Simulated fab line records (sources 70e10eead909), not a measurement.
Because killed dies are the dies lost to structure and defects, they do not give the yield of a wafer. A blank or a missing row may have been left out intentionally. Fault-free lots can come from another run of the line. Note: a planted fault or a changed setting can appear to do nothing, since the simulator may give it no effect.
Which of the tools did it? || flow nand harc || 6 lots with 18 wafers sampled at 5 steps, on a route of 1302 steps

WHAT EACH GAUGE READ, for each wafer
NHARC_END_SORT_01.
{"lot": "L345", "measured": "day 31 16:08", "on": "prober-02", "killed at array": "39 32 40"}

WHICH TOOL RAN EACH LOT (tool, then ch and the chambers of the sampled wafers, then the start)
{"lot": "L328", "NHARC_P_ZERO_WELL_DESCUM_39": "rie diel-11 ch 1,2, day 2 10:17", "NHARC_P_ZERO_WELL_RTA_42": "rtp anneal-02 ch 0, day 2 13:00", "NHARC_P_STI_EXPOSE_06": "krf scanner-02 ch 0, day 3 08:11", "NHARC_P_STI_ETCH_15": "rie si-04 ch 0,3, day 3 08:52"}
{"lot": "L330", "NHARC_P_ZERO_WELL_DESCUM_39": "rie diel-11 ch 2,3, day 3 06:08", "NHARC_P_ZERO_WELL_RTA_42": "rtp anneal-01 ch 0, day 3 08:44", "NHARC_P_STI_EXPOSE_06": "krf scanner-02 ch 0, day 3 23:52", "NHARC_P_STI_ETCH_15": "rie si-04 ch 2,3, day 4 00:33"}
{"lot": "L333", "NHARC_P_ZERO_WELL_DESCUM_39": "rie diel-08 ch 0,2,3, day 4 12:56", "NHARC_P_ZERO_WELL_RTA_42": "rtp anneal-02 ch 0, day 4 15:47", "NHARC_P_STI_EXPOSE_06": "krf scanner-02 ch 0, day 5 09:11", "NHARC_P_STI_ETCH_15": "rie si-04 ch 0,1,3, day 5 09:54"}
{"lot": "L336", "NHARC_P_ZERO_WELL_DESCUM_39": "rie diel-11 ch 1,2,3, day 5 18:17", "NHARC_P_ZERO_WELL_RTA_42": "rtp anneal-02 ch 0, day 5 20:45", "NHARC_P_STI_EXPOSE_06": "krf scanner-03 ch 0, day 6 14:07", "NHARC_P_STI_ETCH_15": "rie si-04 ch 0,2,3, day 6 14:51"}
{"lot": "L345", "NHARC_P_ZERO_WELL_DESCUM_39": "rie diel-08 ch 0,2,3, day 9 12:28", "NHARC_P_ZERO_WELL_RTA_42": "rtp anneal-01 ch 0, day 9 14:57", "NHARC_P_STI_EXPOSE_06": "krf scanner-04 ch 0, day 10 06:45", "NHARC_P_STI_ETCH_15": "rie si-01 ch 2,3, day 10 07:26"}
{"lot": "L348", "NHARC_P_ZERO_WELL_DESCUM_39": "rie diel-11 ch 0,2,3, day 10 18:15", "NHARC_P_ZERO_WELL_RTA_42": "rtp anneal-01 ch 0, day 10 21:24", "NHARC_P_STI_EXPOSE_06": "krf scanner-04 ch 0, day 11 13:58", "NHARC_P_STI_ETCH_15": "rie si-02 ch 0,2,3, day 11 14:40"}
- NHARC_P_ZERO_WELL_DESCUM_39: chemistry O2, time 3 s.
- NHARC_P_ZERO_WELL_RTA_42: time 300 s.
- NHARC_P_STI_EXPOSE_06: exposes mask P STI, target cd 200 nm.
- NHARC_P_STI_ETCH_15: etches the open film in HBr/Cl2, target depth 300 nm, time 100.1 s.

THE ANSWER, worked out from the rows above alone
Rule: the lots themselves supply what counts as usual. Put in order of their means at a reading, lots are off if they are a third of the lots or fewer, leave a main group of 4 or more, and stand apart from it by a gap of 3 or more times the standard deviation of the main group's means; of several such gaps the widest counts. Not used: any main group whose means are identical at the precision the tables above print for the reading. A lot without any number at a reading at which 4 lots or more have one is off too. Any other lot the step has rows for is counted as sound.
No lot is off at any reading shown: from this, nothing can be told.

WHAT THE SIMULATOR HAD PUT IN
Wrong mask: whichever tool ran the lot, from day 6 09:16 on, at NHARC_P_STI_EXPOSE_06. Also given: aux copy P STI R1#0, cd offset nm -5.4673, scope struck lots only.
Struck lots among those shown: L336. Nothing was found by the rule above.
